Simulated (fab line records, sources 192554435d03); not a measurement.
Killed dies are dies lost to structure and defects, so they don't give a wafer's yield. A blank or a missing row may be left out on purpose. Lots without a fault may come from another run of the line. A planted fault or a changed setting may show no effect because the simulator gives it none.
One fault seen from 2 desks | flow n5_finfet | each desk has only its own numbers; what lay behind them comes last

THE TOOL OWNER'S DESK: litho_track-03
The tool's own readings at N5_BEOL_M3_COAT_61 (time 60 s, resist thk 60 nm): means of the sampled wafers that have a number, for each lot that ran on this tool. A lot is out of limits, marked OUT, if its mean lies more than 4 standard deviations from the usual mean; the brackets give that distance.
Columns: A = spin_speed_rpm at N5_BEOL_M3_COAT_61, usual 1499.8 rpm
lot  | first seen here | A
L486 | day 9 18:05     | 1500.8
L494 | day 11 01:46    | 1565.7 (+77) OUT
L495 | day 11 11:41    | 1564.6 (+76) OUT
This desk's finding: out of limits on L494, L495; first on L494, day 11 01:46 (spin_speed_rpm at N5_BEOL_M3_COAT_61). In limits: L486.

THE METROLOGY DESK
What the gauges read, lot by lot, whatever tool the lot ran on: means of the sampled wafers that have a number. A lot is out of limits, marked OUT, if its mean lies more than 4 standard deviations from the usual mean; the brackets give that distance. Of its 10 readings 7 are shown: those that lie furthest out on some lot.
Columns: A = DIBL_N at N5_BEOL_M4_RC_MEAS_101, usual 36.0 mV/V; B = DIBL_P at N5_BEOL_M4_RC_MEAS_101, usual 36.2 mV/V; C = IOFF_N at N5_BEOL_M4_RC_MEAS_101, usual 0.155 nA/um; D = ION_P at N5_BEOL_M4_RC_MEAS_101, usual 463 uA/um; E = SS_P at N5_BEOL_M4_RC_MEAS_101, usual 73.4 mV/dec; F = VT_N at N5_BEOL_M4_RC_MEAS_101, usual 250.0 mV; G = VT_P at N5_BEOL_M4_RC_MEAS_101, usual -251 mV
lot  | first seen here | A    | B    | C     | D   | E    | F     | G
L486 | day 11 12:49    | 35.9 | 34.6 | 0.142 | 463 | 73.1 | 251.3 | -250
L494 | day 13 00:51    | 35.3 | 36.6 | 0.163 | 467 | 73.6 | 249.3 | -250
L495 | day 13 07:44    | 34.9 | 35.7 | 0.161 | 462 | 73.4 | 247.7 | -248
L488 | day 15 11:36    | 37.1 | 38.1 | 0.179 | 460 | 73.9 | 248.5 | -251
This desk's finding: nothing out of limits on any of the 4 lots.

PUT TOGETHER
The tool owner's desk could have raised an alarm at day 11 01:46, on L494, L495.
The metrology desk saw nothing out of limits.
The metrology desk has L494, L495 on record, within its limits.
Of the lots named, all ran N5_BEOL_M3_COAT_61 on litho_track-03.

WHAT THE SIMULATOR HAD PUT IN
Process parameter drift: litho_track-03, from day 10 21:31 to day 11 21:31, at N5_BEOL_M3_COAT_61. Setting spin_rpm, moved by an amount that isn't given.
Lots struck among those shown: L494, L495.
Hours from the fault's start to each desk's first reading out of limits: the tool owner's desk, 4.
